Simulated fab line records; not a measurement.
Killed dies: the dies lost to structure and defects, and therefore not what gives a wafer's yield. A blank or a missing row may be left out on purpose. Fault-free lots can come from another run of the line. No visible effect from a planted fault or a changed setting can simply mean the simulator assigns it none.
fab line records -- flow n5_finfet
record lots=7, wafers=20, last_day=17
route steps=1938 shown BEOL_M8@1356 PASSIVATION@1936
lots untouched by any fault: they come from a run of this same line in which no faults occurred
start_h: start of the lot's first displayed wafer, in hours after the record's first day -- wait_h: hours elapsed since this lot's preceding step -- " unchanged from the row above -- L1.1+2: a single row standing in for several wafers -- - no value, or no start given -- * or withheld: withheld -- < > ~ a bound
route shown NAME@n: names a module that has steps shown in the file, with the first one's number in the route -- usual: mean/standard deviation of fault-free wafers -- same: alike in all rows -- chamber/n: place in a boat -- sites: per-site readings -- _std_site: standard deviation across them -- _edge_site: outer sites' mean less inner sites' -- radius_mm: for every site, how far away it sits from the centre of the wafer -- mask NAME#n: copy n -- behind: tool/chamber where the wafer was last shaped -- hold: reason for holding the lot/hours on hold/outcome of the hold -- device: whichever transistor did not switch (one of n, p or np) -- end of line: the route-end tests of the same wafers -- a step given without rows: its recipe and nothing more -- killed: not the wafer's yield, but the dies lost to structure and defects at the first sort -- map: the dies of a wafer, with x for killed, . for not killed, _ for no die there
set.NAME: the setting as run; set.NAME@STEP: as run at that earlier step -- model.NAME: the simulator's own value behind a step, which no gauge read
lots seen at some steps along the route; tables by step, rows by wafer
services: when a tool's chamber went out of use (start_h, in hours from the record's first day, below 0 if earlier), for how many hours, and the reason
## steps
# step N5_BEOL_M8_COAT_63
# recipe resist=SOC, temp_c=250, time_s=60, spin_rpm=1500, resist_thk_nm=60
# step N5_BEOL_M8_COAT_64
# recipe resist=SiARC, temp_c=220, time_s=60, spin_rpm=1500, resist_thk_nm=12
# step N5_BEOL_M8_COAT_71
# recipe resist=underlayer, temp_c=205, time_s=60, spin_rpm=1500, resist_thk_nm=5
# step N5_BEOL_M8_COAT_22
# recipe resist=CAR-EUV, spin_rpm=1500, resist_thk_nm=30
# step N5_BEOL_M8_EBR_24
# recipe solvent=PGMEA, ebr_width_mm=1.5
# step N5_BEOL_M8_SOFTBAKE_23
# recipe temp_c=110, time_s=60, resist=CAR-EUV
# step N5_BEOL_M8_EXPOSE_25
# recipe mask_id=V7, na=0.33, source_shape=annular, sigma_inner=0.4, sigma_outer=0.8, polarization=unpolarized, target_cd_nm=40, dose_mj=42.5
# step N5_BEOL_M8_PEB_26
# recipe peb_temp_c=100, peb_time_s=60, resist=CAR-EUV
# step N5_BEOL_M8_DEVELOP_27
# recipe develop_time_s=30, developer=TMAH, resist=CAR-EUV, rinse_liquid=surfactant_rinse, dry=air_spin, dev_temp_c=23
# step N5_BEOL_M8_CD_MEAS_28
# recipe target_cd_nm=40, landing_energy_ev=500, detector=se_inlens
# usual cd_nm=39.99/0.23
lot.wafer,tool,chamber,start_h,wait_h,cd_nm
L692.1,cd_sem-02,0,213.00,-,39.91
L692.3,cd_sem-02,0,213.00,-,40.02
L692.6,cd_sem-02,0,213.00,-,39.61
L693.1,cd_sem-02,0,233.17,-,39.83
L693.3,cd_sem-02,0,233.17,-,39.95
L693.4,cd_sem-02,0,233.17,-,40.08
L696.1,cd_sem-02,0,244.88,-,40.09
L696.2,cd_sem-02,0,244.88,-,39.99
L696.4,cd_sem-02,0,244.88,-,40.13
L695.1,cd_sem-01,0,260.64,-,39.89
L695.2,cd_sem-01,0,260.64,-,40.00
L695.3,cd_sem-01,0,260.64,-,39.83
L702.2,cd_sem-02,0,281.66,-,40.05
L702.4,cd_sem-02,0,281.66,-,40.09
L710.1,cd_sem-01,0,332.33,-,39.75
L710.4,cd_sem-01,0,332.33,-,40.02
L710.5,cd_sem-01,0,332.33,-,39.87
L711.2,cd_sem-03,0,334.44,-,39.80
L711.3,cd_sem-03,0,334.44,-,40.11
L711.5,cd_sem-03,0,334.44,-,40.06
# step N5_BEOL_M8_OVL_MEAS_29
# recipe points_per_wafer=522
# usual V7_OVL=-0.2/0.83
lot.wafer,tool,chamber,start_h,wait_h,V7_OVL[nm]
L692.1,overlay-01,0,213.04,0.0,-1.1
L692.3,overlay-01,0,213.04,0.0,-2.2
L692.6,overlay-01,0,213.04,0.0,-0.1
L693.1,overlay-02,0,233.20,0.0,-1.9
L693.3,overlay-02,0,233.20,0.0,-1.9
L693.4,overlay-02,0,233.20,0.0,-0.2
L696.1,overlay-02,0,244.91,0.0,-1.3
L696.2,overlay-02,0,244.91,0.0,-0.7
L696.4,overlay-02,0,244.91,0.0,0.9
L695.1,overlay-01,0,260.67,0.0,-0.1
L695.2,overlay-01,0,260.67,0.0,0.7
L695.3,overlay-01,0,260.67,0.0,-0.3
L702.2,overlay-02,0,281.69,0.0,0.8
L702.4,overlay-02,0,281.69,0.0,0.9
L710.1,overlay-02,0,332.36,0.0,-1.4
L710.4,overlay-02,0,332.36,0.0,-0.1
L710.5,overlay-02,0,332.36,0.0,-0.5
L711.2,overlay-01,0,334.48,0.0,0.8
L711.3,overlay-01,0,334.48,0.0,-0.7
L711.5,overlay-01,0,334.48,0.0,-1.3
# step N5_BEOL_M8_INSPECT_30
# recipe mode=adi, inspect_instrument=brightfield
# usual raw_defect_count=429/96
lot.wafer,tool,chamber,start_h,wait_h,raw_defect_count
L692.1,defect_inspect-02,-,213.09,0.1,398
L692.3,defect_inspect-02,-,213.09,0.1,479
L692.6,defect_inspect-02,-,213.09,0.1,356
L693.1,defect_inspect-01,-,233.27,0.1,492
L693.3,defect_inspect-01,-,233.27,0.1,381
L693.4,defect_inspect-01,-,233.27,0.1,367
L696.1,defect_inspect-02,-,244.96,0.1,477
L696.2,defect_inspect-02,-,244.96,0.1,417
L696.4,defect_inspect-02,-,244.96,0.1,365
L695.1,defect_inspect-02,-,260.73,0.1,341
L695.2,defect_inspect-02,-,260.73,0.1,401
L695.3,defect_inspect-02,-,260.73,0.1,238
L702.2,defect_inspect-02,-,281.75,0.0,426
L702.4,defect_inspect-02,-,281.75,0.0,480
L710.1,defect_inspect-02,-,332.42,0.1,453
L710.4,defect_inspect-02,-,332.42,0.1,393
L710.5,defect_inspect-02,-,332.42,0.1,724
L711.2,defect_inspect-02,-,334.53,0.0,493
L711.3,defect_inspect-02,-,334.53,0.0,487
L711.5,defect_inspect-02,-,334.53,0.0,544
# step N5_BEOL_M8_DESCUM_33
# recipe chemistry=O2, time_s=7, source_power_w=50, bias_power_w=20, pressure_mtorr=20, rf_frequency_hz=2.712e+07, temp_c=40, resist=CAR-EUV, o2_flow_sccm=225
# usual bias_power_w=20.00/0.06, drypump_motor_current_A=5.5/0.53, oes_product_au=0.83/0.077, rf_vpp_V=242.7/1.3, showerhead_plenum_p_Torr=2.06/0.06, throttle_valve_pct=20.34/0.28
lot.wafer,tool,chamber,start_h,wait_h,bias_power_w,drypump_motor_current_A,oes_product_au,rf_hours_counter_h,rf_vpp_V,showerhead_plenum_p_Torr,throttle_valve_pct,model.CAR-EUV_of_BEOL_M8_COAT_22.thk_nm
L692.1,rie_diel-02,1,213.13,0.0,19.98,6.4,0.97,11,242.9,2.05,19.82,26
L692.3,rie_diel-02,3,213.13,0.0,20.20,5.3,0.90,42,246.4,2.23,20.30,26
L692.6,rie_diel-02,0,213.13,0.0,20.00,5.1,0.69,-,242.2,1.97,20.85,26
L693.1,rie_diel-04,3,233.31,0.0,20.05,6.2,0.89,22,242.3,2.05,20.11,26
L693.3,rie_diel-04,0,233.31,0.0,19.90,5.0,0.92,10,242.4,2.03,20.19,26
L693.4,rie_diel-04,2,233.31,0.0,20.05,5.1,0.90,31,242.2,2.06,20.34,26
L696.1,rie_diel-02,1,245.00,0.0,19.98,6.4,0.93,22,242.5,2.05,19.85,26.2
L696.2,rie_diel-02,0,245.00,0.0,20.02,5.1,0.69,243,240.6,1.96,20.86,25.2
L696.4,rie_diel-02,2,245.00,0.0,19.91,5.1,0.82,84,243.2,2.04,20.36,26.2
L695.1,rie_diel-02,3,260.76,0.0,19.98,5.3,0.87,59,246.3,2.22,20.33,26.2
L695.2,rie_diel-02,0,260.76,0.0,19.98,5.1,0.68,248,241.5,1.96,20.89,25.2
L695.3,rie_diel-02,2,260.76,0.0,19.92,5.1,0.81,89,241.4,2.03,20.37,25.2
L702.2,rie_diel-02,1,281.78,0.0,20.07,6.4,0.90,37,242.0,2.04,19.88,25.2
L702.4,rie_diel-02,2,281.78,0.0,19.96,5.1,0.80,-,240.3,2.03,20.38,26
L710.1,rie_diel-02,0,332.45,0.0,19.92,5.1,0.92,11,244.5,2.22,20.41,26.2
L710.4,rie_diel-02,3,332.45,0.0,20.09,5.3,0.83,83,244.3,2.21,20.37,26.2
L710.5,rie_diel-02,1,332.45,0.0,19.96,6.4,0.88,-,243.5,2.03,19.90,26
L711.2,rie_diel-03,0,334.73,0.2,19.98,6.1,0.81,82,242.2,2.04,20.82,26.2
L711.3,rie_diel-03,3,334.73,0.2,20.00,5.2,0.69,208,244.7,2.14,20.37,26.2
L711.5,rie_diel-03,2,334.73,0.2,20.05,5.9,0.89,-,242.8,2.06,20.23,26.2
# step N5_BEOL_M8_ETCH_72
# recipe chemistry=N2/H2, target=underlayer, target_depth_a=65, mask_material=CAR-EUV, time_s=5.2, ion_energy_ev=200, pressure_mtorr=30, source_w=840, bias_w=150, n2_flow_sccm=200, h2_flow_sccm=200, ends=cleared
# usual drypump_motor_current_A=5.6/0.53, etch_rf_on_time_s=5.17/0.092, h2_flow_sccm=199.9/0.65, oes_product_au=0.71/0.064, rf_vpp_V=522.9/2.5, showerhead_plenum_p_Torr=2.51/0.074, throttle_valve_pct=17.8/0.31
lot.wafer,tool,chamber,start_h,wait_h,drypump_motor_current_A,etch_rf_on_time_s,h2_flow_sccm,oes_product_au,rf_hours_counter_h,rf_vpp_V,showerhead_plenum_p_Torr,throttle_valve_pct
L692.1,rie_diel-02,1,213.16,0.0,6.4,5.22,199.9,0.79,11,523.5,2.49,17.2
L692.3,rie_diel-02,3,213.16,0.0,5.3,5.05,200.0,0.75,42,527.3,2.68,17.5
L692.6,rie_diel-02,0,213.16,0.0,5.1,5.19,198.6,0.60,-,519.1,2.40,18.2
L693.1,rie_diel-04,3,233.35,0.0,6.1,5.27,200.5,0.75,22,523.9,2.49,17.5
L693.3,rie_diel-04,0,233.35,0.0,5.0,5.04,198.7,0.79,10,524.1,2.52,18.0
L693.4,rie_diel-04,2,233.35,0.0,5.1,5.15,200.9,0.76,31,521.9,2.49,17.7
L696.1,rie_diel-02,1,245.03,0.0,6.4,5.19,199.7,0.77,22,520.4,2.49,17.2
L696.2,rie_diel-02,0,245.03,0.0,5.1,5.12,199.9,0.59,243,519.4,2.39,18.3
L696.4,rie_diel-02,2,245.03,0.0,5.1,5.15,199.9,0.69,84,523.2,2.48,17.8
L695.1,rie_diel-02,3,260.79,0.0,5.3,5.09,199.9,0.75,59,527.1,2.68,17.6
L695.2,rie_diel-02,0,260.79,0.0,5.1,5.16,200.6,0.59,248,518.2,2.39,18.3
L695.3,rie_diel-02,2,260.79,0.0,5.1,5.21,200.2,0.69,89,523.1,2.48,17.9
L702.2,rie_diel-02,1,281.83,0.0,6.4,5.31,199.5,0.75,37,525.0,2.48,17.2
L702.4,rie_diel-02,2,281.83,0.0,5.1,5.25,200.5,0.67,-,521.2,2.47,17.9
L710.1,rie_diel-02,0,332.49,0.0,5.1,5.14,200.6,0.79,11,530.6,2.70,17.8
L710.4,rie_diel-02,3,332.49,0.0,5.3,5.15,200.6,0.71,83,528.2,2.67,17.6
L710.5,rie_diel-02,1,332.49,0.0,6.4,5.23,200.4,0.72,-,521.0,2.47,17.3
L711.2,rie_diel-03,0,334.77,0.0,6.1,5.10,199.7,0.70,82,524.0,2.47,18.1
L711.3,rie_diel-03,3,334.77,0.0,5.2,5.30,199.8,0.59,208,528.1,2.64,18.0
L711.5,rie_diel-03,2,334.77,0.0,5.9,5.19,200.9,0.76,-,521.9,2.49,17.7
# step N5_BEOL_M8_ETCH_65
# recipe chemistry=CF4, target=SiARC, target_depth_a=156, mask_material=CAR-EUV, time_s=26, ion_energy_ev=80, pressure_mtorr=40, source_w=545, bias_w=36, Ar_flow_sccm=100, cf4_flow_sccm=100, ends=cleared
# usual drypump_motor_current_A=5.5/0.53, etch_rf_on_time_s=26.0/0.39, oes_product_au=0.71/0.065, rf_vpp_V=183.8/1.1, showerhead_plenum_p_Torr=2.11/0.062, throttle_valve_pct=15.48/0.3
lot.wafer,tool,chamber,start_h,wait_h,drypump_motor_current_A,etch_rf_on_time_s,oes_product_au,rf_hours_counter_h,rf_vpp_V,showerhead_plenum_p_Torr,throttle_valve_pct,model.CAR-EUV_of_BEOL_M8_COAT_22.thk_nm
L692.1,rie_diel-02,1,213.18,0.0,6.4,25.8,0.81,11,184.4,2.10,15.03,11.2
L692.3,rie_diel-02,3,213.18,0.0,5.3,25.9,0.76,42,184.4,2.26,15.33,11
L692.6,rie_diel-02,0,213.18,0.0,5.1,26.3,0.59,-,182.5,2.04,16.15,11
L693.1,rie_diel-04,3,233.36,0.0,6.2,26.6,0.75,22,183.2,2.09,15.21,11.2
L693.3,rie_diel-04,0,233.36,0.0,5.0,25.2,0.80,10,182.5,2.09,15.41,11.2
L693.4,rie_diel-04,2,233.36,0.0,5.1,25.8,0.76,31,183.5,2.09,15.36,11
L696.1,rie_diel-02,1,245.05,0.0,6.4,25.6,0.78,22,183.0,2.10,15.06,11.4
L696.2,rie_diel-02,0,245.05,0.0,5.1,26.1,0.59,243,183.4,2.03,16.15,10.4
L696.4,rie_diel-02,2,245.05,0.0,5.2,26.0,0.69,84,184.3,2.07,15.46,11.2
L695.1,rie_diel-02,3,260.81,0.0,5.3,25.4,0.74,59,188.5,2.25,15.37,11.2
L695.2,rie_diel-02,0,260.81,0.0,5.1,26.2,0.59,248,182.3,2.03,16.17,10.4
L695.3,rie_diel-02,2,260.81,0.0,5.1,25.8,0.69,89,181.8,2.07,15.44,10.2
L702.2,rie_diel-02,1,281.86,0.0,6.4,26.3,0.76,37,183.3,2.09,15.06,10.2
L702.4,rie_diel-02,2,281.86,0.0,5.2,26.0,0.68,-,182.8,2.06,15.48,11
L710.1,rie_diel-02,0,332.50,0.0,5.1,25.6,0.79,11,185.8,2.28,15.68,11.2
L710.4,rie_diel-02,3,332.50,0.0,5.3,26.3,0.70,83,184.6,2.24,15.42,11.2
L710.5,rie_diel-02,1,332.50,0.0,6.4,26.0,0.73,-,183.7,2.09,15.12,11
L711.2,rie_diel-03,0,334.78,0.0,6.1,25.5,0.70,82,182.1,2.08,15.83,11.4
L711.3,rie_diel-03,3,334.78,0.0,5.1,26.3,0.59,208,185.3,2.22,15.86,11.2
L711.5,rie_diel-03,2,334.78,0.0,5.9,26.2,0.77,-,184.9,2.09,15.27,11.4
# step N5_BEOL_M8_ETCH_66
# recipe chemistry=N2/H2, target=SOC, target_depth_a=800, overetch_a=160, mask_material=SiARC, temp_c=40, time_s=120, ion_energy_ev=200, pressure_mtorr=30, source_w=840, bias_w=150, n2_flow_sccm=200, h2_flow_sccm=200
# usual drypump_motor_current_A=5.6/0.53, h2_flow_sccm=200.0/0.54, oes_product_au=0.63/0.054, rf_vpp_V=522.8/2.2, showerhead_plenum_p_Torr=2.51/0.074, throttle_valve_pct=17.7/0.31
lot.wafer,tool,chamber,start_h,wait_h,drypump_motor_current_A,h2_flow_sccm,oes_product_au,rf_hours_counter_h,rf_vpp_V,showerhead_plenum_p_Torr,throttle_valve_pct
L692.1,rie_diel-02,1,213.21,0.0,6.4,200.3,0.71,11,520.8,2.49,17.2
L692.3,rie_diel-02,3,213.21,0.0,5.3,199.5,0.68,42,528.0,2.68,17.5
L692.6,rie_diel-02,0,213.21,0.0,5.1,200.2,0.54,-,519.7,2.40,18.2
L693.1,rie_diel-04,3,233.39,0.0,6.1,199.4,0.68,22,524.0,2.49,17.4
L693.3,rie_diel-04,0,233.39,0.0,5.0,201.0,0.71,10,522.7,2.52,17.9
L693.4,rie_diel-04,2,233.39,0.0,5.1,200.0,0.68,31,523.0,2.49,17.6
L696.1,rie_diel-02,1,245.08,0.0,6.5,200.7,0.70,22,521.9,2.49,17.2
L696.2,rie_diel-02,0,245.08,0.0,5.1,200.7,0.53,243,519.7,2.39,18.2
L696.4,rie_diel-02,2,245.08,0.0,5.1,200.1,0.62,84,522.9,2.48,17.8
L695.1,rie_diel-02,3,260.84,0.0,5.3,201.0,0.66,59,526.7,2.68,17.5
L695.2,rie_diel-02,0,260.84,0.0,5.1,199.7,0.53,248,520.3,2.39,18.2
L695.3,rie_diel-02,2,260.84,0.0,5.1,199.4,0.62,89,522.2,2.48,17.8
L702.2,rie_diel-02,1,281.90,0.0,6.4,199.7,0.68,37,521.4,2.48,17.2
L702.4,rie_diel-02,2,281.90,0.0,5.2,201.0,0.61,-,520.8,2.47,17.8
L710.1,rie_diel-02,0,332.53,0.0,5.1,199.9,0.70,11,528.4,2.70,17.7
L710.4,rie_diel-02,3,332.53,0.0,5.3,200.1,0.63,83,528.2,2.67,17.5
L710.5,rie_diel-02,1,332.53,0.0,6.4,200.7,0.65,-,520.6,2.47,17.2
L711.2,rie_diel-03,0,334.81,0.0,6.1,200.7,0.62,82,521.6,2.47,18.1
L711.3,rie_diel-03,3,334.81,0.0,5.2,199.9,0.54,208,524.9,2.64,18.0
L711.5,rie_diel-03,2,334.81,0.0,5.9,199.5,0.68,-,522.2,2.49,17.6
# step N5_PASSIVATION_PROBE_49
# usual defect_limited_yield=91.7/1.7, killed_at_M0_to_M3=34/10, killed_at_M4_up=13/5.1, killed_at_contacts=12/6.2, killed_at_front_end=36/12, killed_at_other=3.2/2.6, killed_dies=98/20, killed_open=65/13, killed_short=32/8.4, sort_bin_5_function=4.8/1.1, sort_bin_6_memory=3.2/0.74, sort_n_pass=1082/20, sort_yield_pct=91.7/1.7
# same gross_dies=1180, killed_at_back_side=0, sort_bin_4_leakage[%]=0, sort_bin_8_speed[%]=0
lot.wafer,tool,chamber,start_h,wait_h,defect_limited_yield[%],killed_at_M0_to_M3,killed_at_M4_up,killed_at_contacts,killed_at_front_end,killed_at_other,killed_dies,killed_open,killed_short,sort_bin_5_function[%],sort_bin_6_memory[%],sort_n_pass,sort_yield_pct[%]
L695.1,prober-02,-,327.14,0.0,93.9,15,7,2,45,3,72,40,20,2.9,1.8,1108,93.9
L695.2,prober-02,-,327.19,0.1,92.5,27,4,8,49,0,88,54,34,4.3,2.7,1092,92.5
L695.3,prober-02,-,327.24,0.1,93.1,23,9,6,42,1,81,52,27,4.3,2.3,1099,93.1
# killed by level:class
L695.1 STI_FIN_REVEAL:geometric_particle:open=13 HKMG_FIN:area_etch=10 FIN_SAQP:geometric_particle:short=8 BEOL_M1:geometric_particle:open=5 FIN_SAQP:geometric_particle:open=3 BEOL_M3:geometric_particle:open=3 STARTING-WAFER:geometric_particle:short=3 ILD0:geometric_particle:open=2
L695.2 STI_FIN_REVEAL:geometric_particle:open=13 FIN_SAQP:geometric_particle:short=12 MOL_CONTACT_COAG:geometric_particle:open=7 BEOL_M3:geometric_particle:open=7 FIN_SAQP:geometric_particle:open=6 GATE_CUT:geometric_particle:short=5 BEOL_M0_SAQP:geometric_particle:open=5 STARTING-WAFER:geometric_particle:open=4
L695.3 FIN_SAQP:geometric_particle:open=16 STI_FIN_REVEAL:geometric_particle:open=8 FIN_SAQP:geometric_particle:short=7 BEOL_M0_SAQP:geometric_particle:short=7 BEOL_M2:geometric_particle:open=6 MOL_CONTACT_COAG:geometric_particle:open=5 BEOL_M1:geometric_particle:open=3 STI_FIN_REVEAL:geometric_particle:short=2
## services
tool,chamber,start_h,hours,kind
rie_diel-03,1,204.96,8.0,repair
rie_diel-03,0,222.41,3.9,repair
rie_diel-04,0,244.97,22.3,repair
rie_diel-03,2,251.38,-,clean
rie_diel-03,2,251.38,-,consumable_replace:focus_ring
rie_diel-03,2,251.38,17.0,scheduled_down
rie_diel-03,2,251.38,17.0,vent_cycle
rie_diel-02,0,267.08,-,clean
rie_diel-02,0,267.08,-,consumable_replace:focus_ring
rie_diel-02,0,267.08,-,consumable_replace:showerhead
rie_diel-02,0,267.08,22.5,scheduled_down
rie_diel-02,0,267.08,22.5,vent_cycle
rie_diel-02,3,277.74,6.1,repair
rie_diel-04,1,305.74,-,clean
rie_diel-04,1,305.74,-,consumable_replace:focus_ring
rie_diel-04,1,305.74,17.1,scheduled_down
rie_diel-04,1,305.74,17.1,vent_cycle
rie_diel-02,-,307.01,4.3,pm
rie_diel-02,0,321.23,8.0,repair
## key
first_sign none at tools or gauges
model_effect step=N5_BEOL_M8_DESCUM_33, value=CAR-EUV_of_BEOL_M8_COAT_22.thk_nm, without=26.1, struck=25.2
model_effect step=N5_BEOL_M8_ETCH_65, value=CAR-EUV_of_BEOL_M8_COAT_22.thk_nm, without=11.15, struck=10.3
met_at N5_BEOL_M8_DESCUM_33
struck_wafers L695.2,L695.3,L696.2,L702.2
baseline_loss step=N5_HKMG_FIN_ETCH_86, wafers=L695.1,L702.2
onset_between 213.13 245.00
fault kind=process_parameter_drift, tool=rie_diel-02, chamber=-, onset_h=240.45, steps=N5_BEOL_M8_DESCUM_33, channel=time_s, offset=*, shape=step, end_h=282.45, scope=struck_wafers_only, acts_in=*, stated=*
# baseline_loss: these wafers lose ten dies or more at that step, a loss of the line's own and not of a fault; the sort's usual values leave them out
